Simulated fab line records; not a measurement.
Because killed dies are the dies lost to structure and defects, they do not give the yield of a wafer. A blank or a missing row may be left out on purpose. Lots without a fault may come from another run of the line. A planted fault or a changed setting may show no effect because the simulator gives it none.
Struck lot and sound lot, side by side / flow nand harc / 23 out of 1159 route steps
Sound: wafers L248.1, L248.4, L248.6. Struck: wafer L257.2 (left out: L257.5, L257.6 of the same lot, which were not struck); the cause appears at the end.
Each step with rows lists, per side, the tool, then ch with its chambers, then its first start. Under that, the readings that differ: sound wafers / struck wafers / difference of the means / sigmas: that difference in standard deviations of wafers without a fault.
alike: a reading whose means differ by less than 2 such deviations, as well as words and numbers matching on both sides. not compared: withheld readings; readings where some wafer has no value; bounds like >300 that might hide an equal value; numbers whose values overlap and for which the record gives no deviation.
Wherever a step has rows on one side only, a row that says differs or no value, or a row with sigmas, the two part there. Numbers that have no deviation but don't overlap get no sigmas and don't part them. A reading that every wafer of one side lacks parts them only if that side has two wafers or more.

NHARC_A_M0_INSPECT_27:
  sound on defect inspect-01, day 20 05:16; struck on defect inspect-01, day 22 12:23
  alike: raw defect count
NHARC_A_M0_PRE_CLEAN_31: time 12 s.
  sound on pecvd-04 ch 0,1, day 20 05:35; struck on pecvd-04 ch 2, day 22 12:29
  alike: heater power w, rf fwd power W
NHARC_A_M0_DEP_32: deposits SiCN, target thk 30 nm.
  sound on pecvd-04 ch 0,1, day 20 05:41; struck on pecvd-04 ch 2, day 22 12:34
  alike: chamber pressure Torr, heater power w, rf fwd power W
then, 8 steps without rows for these wafers: NHARC_A_M1_DEP_00 (deposits SiOC, target thk 182.5 nm); NHARC_A_M1_DEHYDRATE_01 (time 120 s); NHARC_A_M1_HMDS_02 (time 30 s); NHARC_A_M1_COAT_34 (time 65 s); NHARC_A_M1_COAT_03 (resist thk 90 nm); NHARC_A_M1_SOFTBAKE_04 (time 55 s); NHARC_A_M1_EBR_05; NHARC_A_M1_EXPOSE_06 (exposes mask A M1, target cd 120 nm).
NHARC_A_M1_PEB_07: peb time 65 s.
  sound on litho track-01 ch 0, day 20 06:40; struck on litho track-01 ch 0, day 22 13:48
reading=heater power total W (W); sound=156.2 156.7 157.1; struck=167.1; difference=+10.4; sigmas=+25
  alike: exhaust pa
then, 1 step without rows for these wafers: NHARC_A_M1_DEVELOP_08 (develop time 35 s).
NHARC_A_M1_CD_MEAS_09 targets a cd of 120 nm.
  sound on cd sem-03 ch 0, day 20 06:45; struck on cd sem-03 ch 0, day 22 13:53
reading=cd nm (nm); sound=119.8 118.9 119.0; struck=115.6; difference=-3.6; sigmas=-8
NHARC_A_M1_OVL_MEAS_10: pitch 240 nm.
  sound on overlay-02, day 20 06:50; struck on overlay-02, day 22 13:59
  alike: overlay x nm, overlay y nm
NHARC_A_M1_INSPECT_11:
  sound on defect inspect-01, day 20 06:53; struck on defect inspect-02, day 22 14:01
  alike: raw defect count
NHARC_A_M1_DESCUM_14: chemistry O2, time 3 s.
  sound on rie diel-11 ch 0,1,3, day 20 06:58; struck on rie diel-11 ch 2, day 22 14:06
reading=model.A_M1.cd nm (nm); sound=119.9 118.5 118.8; struck=115.4; difference=-3.7; sigmas=
  alike: drypump motor current A, oes product au, rf vpp V, showerhead plenum p Torr, throttle valve pct
  not compared: rf hours counter h
NHARC_A_M1_ETCH_35: etches the open film in N2/H2, target depth 40 nm, overetch 12 nm, time 43.94 s.
  sound on rie diel-11 ch 1,3, day 20 07:02; struck on rie diel-11 ch 1, day 22 14:10
  alike: drypump motor current A, oes product au, rf fwd power W, rf vpp V, showerhead plenum p Torr, throttle valve pct
  not compared: rf hours counter h
NHARC_A_M1_ETCH_15: etches the open film in C4F8/Ar, target depth 182.5 nm, time 91.2 s.
  sound on rie diel-11 ch 0,1,3; struck on rie diel-11 ch 0
  alike: oes product au, rf fwd power W, rf vpp V
  not compared: rf hours counter h
NHARC_A_M1_CD_MEAS_16:
  sound on cd sem-01, day 20 07:16; struck on cd sem-02, day 22 14:25
reading=cd nm (nm); sound=120.5 118.6 119.0; struck=115.8; difference=-3.6; sigmas=-6
NHARC_A_M1_STRIP_18: strips in N2/H2.
  sound on rie diel-01 ch 0,3, day 20 07:20; struck on rie diel-11 ch 2, day 22 14:34
reading=rf fwd power W (W); sound=995 999 998; struck=1004; difference=+7; sigmas=+2
reading=rf vpp V (V); sound=91.3 89.0 89.2; struck=91.7; difference=+1.9; sigmas=+2
  alike: drypump motor current A, oes product au, showerhead plenum p Torr, throttle valve pct
  not compared: rf hours counter h
NHARC_A_M1_ETCH_28: etches the open film in CF4/N2, target depth 30 nm, time 72.99 s.
  sound on rie diel-01 ch 0,1,3; struck on rie diel-11 ch 2
reading=model.A_M1.cd nm (nm); sound=119.9 119.2 119.8; struck=115.5; difference=-4.1; sigmas=
  alike: drypump motor current A, oes product au, rf fwd power W, rf vpp V, showerhead plenum p Torr, throttle valve pct
  not compared: rf hours counter h
then, 1 step without rows for these wafers: NHARC_A_M1_STRIP_19 (strips in post etch residue remover, time 600 s).

== WHERE THEY PART ==
First at NHARC_A_M1_PEB_07; last, within this record, at NHARC_A_M1_STRIP_18. Later steps at which nothing parts them and some readings are alike: NHARC_A_M1_ETCH_28.

WHY: what had been put in by the simulator
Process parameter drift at NHARC_A_M1_PEB_07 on litho track-01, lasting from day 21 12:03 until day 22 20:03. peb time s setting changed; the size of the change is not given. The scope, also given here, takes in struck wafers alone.
